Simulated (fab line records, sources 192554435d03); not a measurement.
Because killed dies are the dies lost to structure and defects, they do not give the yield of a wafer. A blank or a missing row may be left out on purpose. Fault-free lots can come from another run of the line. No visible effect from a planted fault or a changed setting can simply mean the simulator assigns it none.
Struck lot and sound lot, side by side | flow n5Finfet | 16 out of 1938 route steps
Sound: wafers L111.1, L111.4, L111.5. Wafers L121.1, L121.2, L121.3 were the ones struck. At the end, the cause is stated.
For every step that has rows: the tool of each side, followed by ch and its chambers, followed by its first start. Under that, the readings that differ: sound wafers | struck wafers | difference of the means | sigmas: that difference in standard deviations of wafers without a fault.
alike: a reading whose means differ by less than 2 such deviations, as well as words and numbers matching on both sides. not compared: withheld readings; readings where some wafer has no value; bounds like >300 that might hide an equal value; numbers whose values overlap and for which the record gives no deviation.
A row with sigmas, a row that says differs or no value, or rows on one side alone: a step with any of these is where the two part. Non-overlapping numbers with no deviation appear without sigmas and do not part them. Lack of a reading on every wafer of one side parts them only where that side has two or more wafers.

first, 1 step without rows for these wafers: N5_BEOL_M4_DEVELOP_27 (develop time 30 s).
N5_BEOL_M4_CD_MEAS_28: target cd 26.2 nm, target cd y 24.1 nm.
  sound on cdSem-03 ch 0, day 9 02:58; struck on cdSem-01 ch 0, day 11 05:10
  alike: cdNm
N5_BEOL_M4_OVL_MEAS_29:
  sound on overlay-01 ch 0, day 9 02:59; struck on overlay-01 ch 0, day 11 05:12
  alike: V3_OVL
N5_BEOL_M4_INSPECT_30: inspects for defects (brightfield).
  struck on defectInspect-02, day 11 05:15; sound on defectInspect-01, day 9 03:03
  alike: rawDefectCount
N5_BEOL_M4_DESCUM_33: chemistry O2, time 7 s.
  sound on rieDiel-04 ch 2,3, day 9 03:07; struck on rieDiel-05 ch 0,2,3, day 11 05:17
  alike: drypumpMotorCurrentA, oesProductAu, rfVppV, showerheadPlenumPTorr, throttleValvePct
  not compared: rfHoursCounterH
N5_BEOL_M4_ETCH_77: etches underlayer in N2/H2, target depth 6.5 nm, time 5.2 s.
  sound on rieDiel-04 ch 2,3, day 9 03:10; struck on rieDiel-05 ch 0,2,3, day 11 05:19
  alike: drypumpMotorCurrentA, etchRfOnTimeS, oesProductAu, rfFwdPowerW, rfVppV, showerheadPlenumPTorr, throttleValvePct
  not compared: rfHoursCounterH
N5_BEOL_M4_ETCH_69: etches SiARC in CF4, target depth 15.6 nm, time 26 s.
  sound on rieDiel-04 ch 2,3, day 9 03:11; struck on rieDiel-05 ch 0,2,3, day 11 05:20
  alike: drypumpMotorCurrentA, etchRfOnTimeS, oesProductAu, rfFwdPowerW, rfVppV, showerheadPlenumPTorr, throttleValvePct
  not compared: rfHoursCounterH
N5_BEOL_M4_ALD_98: deposits SiO2, target thk 2.5 nm, pulse time 1 s, co reactant pulse time 1 s.
  sound on aldSin-03 ch 1,2,3, day 9 03:38; struck on aldSin-04 ch 0,1,2, day 11 05:29
  alike: heaterPowerW, precursorPulseHeightRel
N5_BEOL_M4_ETCHBACK_99: etches SiO2 in CHF3, target depth 5 nm, time 10.4 s.
  sound on rieDiel-02 ch 1,3, day 9 16:41; struck on rieDiel-02 ch 1,2,3, day 12 01:15
  alike: drypumpMotorCurrentA, oesProductAu, rfVppV, showerheadPlenumPTorr, throttleValvePct
  not compared: rfHoursCounterH
then, 3 steps without rows for these wafers: N5_BEOL_M4_ETCH_70 (etches SOC in N2/H2, target depth 80 nm, overetch 24 nm, time 130 s); N5_BEOL_M4_STRIP_71 (strips in N2/H2); N5_BEOL_M4_STRIP_78 (strips in N2/H2).
N5_BEOL_M4_VIA_ETCH_34: etches the open film in C4F6/O2, target depth 69.4 nm, time 65.9 s.
  sound on rieDiel-02 ch 1,3, day 9 16:50; struck on rieDiel-02 ch 1,2,3, day 12 01:23
reading                                 | sound             | struck            | difference | sigmas
rfFwdPowerW (W)                         | 347.4 347.3 347.6 | 429.1 431.2 433.2 | +83.7      | +70
rfVppV (V)                              | 663 661 684       | 596 618 615       | -60        | -5
model.etch.depthNm (nm)                 | 65.82 65.54 70.38 | 70.71 75.77 76.54 | +7.09      | 
model.SOC_of_BEOL_M4_COAT_67.thkNm (nm) | 52.8 52.6 52.2    | 51.8 51 51.2      | -1.2       | 
  alike: drypumpMotorCurrentA, oesProductAu, showerheadPlenumPTorr, throttleValvePct
  not compared: rfHoursCounterH
then, 1 step without rows for these wafers: N5_BEOL_M4_STRIP_83 (strips in C4F6/O2).
N5_BEOL_M4_RC_MEAS_101:
  sound on prober-02 ch 0, day 9 21:05; struck on prober-01 ch 0, day 12 07:55
  alike: DIBL_N, DIBL_P, IOFF_N, IOFF_P, ION_N, ION_P, SS_N, SS_P, VT_N, VT_P
N5_PASSIVATION_PROBE_49:
  rows exist in the record for the sound wafers here (prober-02, day 14 11:22), none for the struck ones

WHERE THEY PART
Earliest at N5_BEOL_M4_VIA_ETCH_34; latest, in this record, at N5_PASSIVATION_PROBE_49.

WHY: what had been put in by the simulator
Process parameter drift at N5_BEOL_M4_VIA_ETCH_34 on rieDiel-02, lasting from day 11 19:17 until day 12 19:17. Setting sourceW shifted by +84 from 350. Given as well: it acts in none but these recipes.
